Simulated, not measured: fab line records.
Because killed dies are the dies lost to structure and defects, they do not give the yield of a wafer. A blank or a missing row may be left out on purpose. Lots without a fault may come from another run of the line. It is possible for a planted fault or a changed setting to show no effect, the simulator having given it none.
Matching of chambers ; flow n5Finfet ; N5_STI_FIN_REVEAL_STRIP_24 on rieDiel-02: 4 sister chambers
The step strips in N2/H2, time 90 s. 14 wafers are shown with their chamber, then 7 later ones without.

## WAFERS PAIRED WITH THEIR CHAMBERS
wafer;chamber;showerheadPlenumPTorr (Torr);throttleValvePct (%);drypumpMotorCurrentA (A)
L075.2;2;3.46;12.15;5.7
L075.3;1;3.20;12.34;6.5
L075.5;2;3.46;12.15;5.6
L077.1;0;3.50;11.91;6.3
L077.2;3;3.19;12.50;6.0
L077.5;2;3.45;12.18;5.6
L080.1;2;3.45;12.18;5.7
L080.3;3;3.18;12.53;6.0
L080.4;0;3.50;11.93;6.2
L085.1;0;3.49;11.95;6.2
L085.3;2;3.44;12.22;5.7
L085.6;0;3.49;11.96;6.3
L086.3;0;3.49;11.95;6.3
L086.4;0;3.49;11.95;6.2

SIGNATURES (means of the wafers above)
reading;chamber 0;chamber 1;chamber 2;chamber 3;scatter within a chamber
showerheadPlenumPTorr;3.4933;3.2000;3.4520;3.1850;0.00681
throttleValvePct;11.9417;12.3400;12.1760;12.5150;0.0234
drypumpMotorCurrentA;6.250;6.500;5.660;6.000;0.052
Rule: distance of a wafer from a chamber = root of the sum over the readings of ((wafer's reading minus chamber's mean) / reading's scatter) squared. The wafer belongs to the nearest chamber; if the next one is less than 2 further off, it can't be placed. How the scatter is found: for the shown wafers, subtract from each reading the mean of its chamber, square and add these, divide the total by (wafers less chambers), then take the root.

## WAFERS WITH NO CHAMBER GIVEN
wafer;showerheadPlenumPTorr (Torr);throttleValvePct (%);drypumpMotorCurrentA (A)
L086.5;3.44;12.23;5.7
L087.1;3.44;12.23;5.7
L087.4;3.58;11.93;6.0
L087.5;3.49;11.99;6.2
L092.4;3.57;11.94;6.0
L092.5;3.59;11.77;6.5
L092.6;3.48;11.99;6.3

## EACH ONE'S CHAMBER
wafer;from the rows above;in truth
L086.5;2;2
L087.1;2;2
L087.4;0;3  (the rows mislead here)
L087.5;0;0
L092.4;0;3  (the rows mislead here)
L092.5;0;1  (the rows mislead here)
L092.6;0;0
4 of 7 placed correctly. Can't be placed from these rows: 0. 3 placed wrongly.
